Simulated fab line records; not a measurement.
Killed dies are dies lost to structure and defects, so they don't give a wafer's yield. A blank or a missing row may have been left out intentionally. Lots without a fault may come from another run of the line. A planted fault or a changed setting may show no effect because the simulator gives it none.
Which tool was responsible? -- flow n5-finfet -- 24 lots (72 wafers sampled), 1 step of a 1938-step route

== WHAT THE GAUGES SHOWED, per wafer ==
N5_BEOL_M5_INSPECT_13: inspects for defects (brightfield). Usual: raw-defect-count reads 467 (standard deviation 110).
lot,measured,on,raw-defect-count,flag
L074,day 8 17:47,defect-inspect-01,536 381 470,
L076,day 8 23:05,defect-inspect-02,430 340 459,
L077,day 9 00:23,defect-inspect-02,326 413 421,
L075,day 9 02:43,defect-inspect-01,384 369 423,
L079,day 9 06:18,defect-inspect-02,422 607 477,
L078,day 9 11:44,defect-inspect-02,676 758 493,
L080,day 9 12:24,defect-inspect-02,648 470 443,
L081,day 10 10:16,defect-inspect-01,328 274 339,
L082,day 10 13:23,defect-inspect-02,502 462 615,
L083,day 10 16:43,defect-inspect-01,542 448 458,
L084,day 10 17:05,defect-inspect-02,448 567 587,
L086,day 11 19:50,defect-inspect-01,277 289 249,
L088,day 11 20:00,defect-inspect-01,627 508 702,
L087,day 11 22:17,defect-inspect-02,397 387 522,
L085,day 11 22:47,defect-inspect-02,408 700 486,
L090,day 12 00:58,defect-inspect-01,344 350 416,
L089,day 12 02:10,defect-inspect-01,300 385 432,
L092,day 12 12:44,defect-inspect-01,620 598 537,
L091,day 12 19:36,defect-inspect-02,548 668 500,
L093,day 13 11:44,defect-inspect-01,343 358 437,
L095,day 13 11:55,defect-inspect-02,530 501 585,
L094,day 13 12:20,defect-inspect-01,366 420 495,
L096,day 14 00:30,defect-inspect-02,451 391 569,
L097,day 14 22:32,defect-inspect-01,384 370 476,

== WHICH TOOL RAN EACH LOT (tool, then ch and the chambers of the sampled wafers, then the start) ==
No process step before these readings appears in the record.

== AS READ BY THE TOOLS THEMSELVES (means over the sampled wafers that have a number; for cases with no such wafer, the mark the record gives instead) ==
The record holds no such reading with a usual standard deviation.

== THE ANSWER, worked out from the rows above alone ==
Rule: a lot counts as off when the mean over its wafers that have a number is more than 3 standard deviations away from the usual mean. A lot without any number at a reading at which 4 lots or more have one is off too. Any other lot the step has rows for is counted as sound. The gauges are gone through in route order, then the tools' own readings, and for those a lot's mean is taken as printed above. The first step at which some lot is off is used, and at that step the reading that is off furthest; a lot without a number counts as furthest.
None of the lots is off at any reading shown; this tells nothing.

== WHAT WAS PUT IN BY THE SIMULATOR ==
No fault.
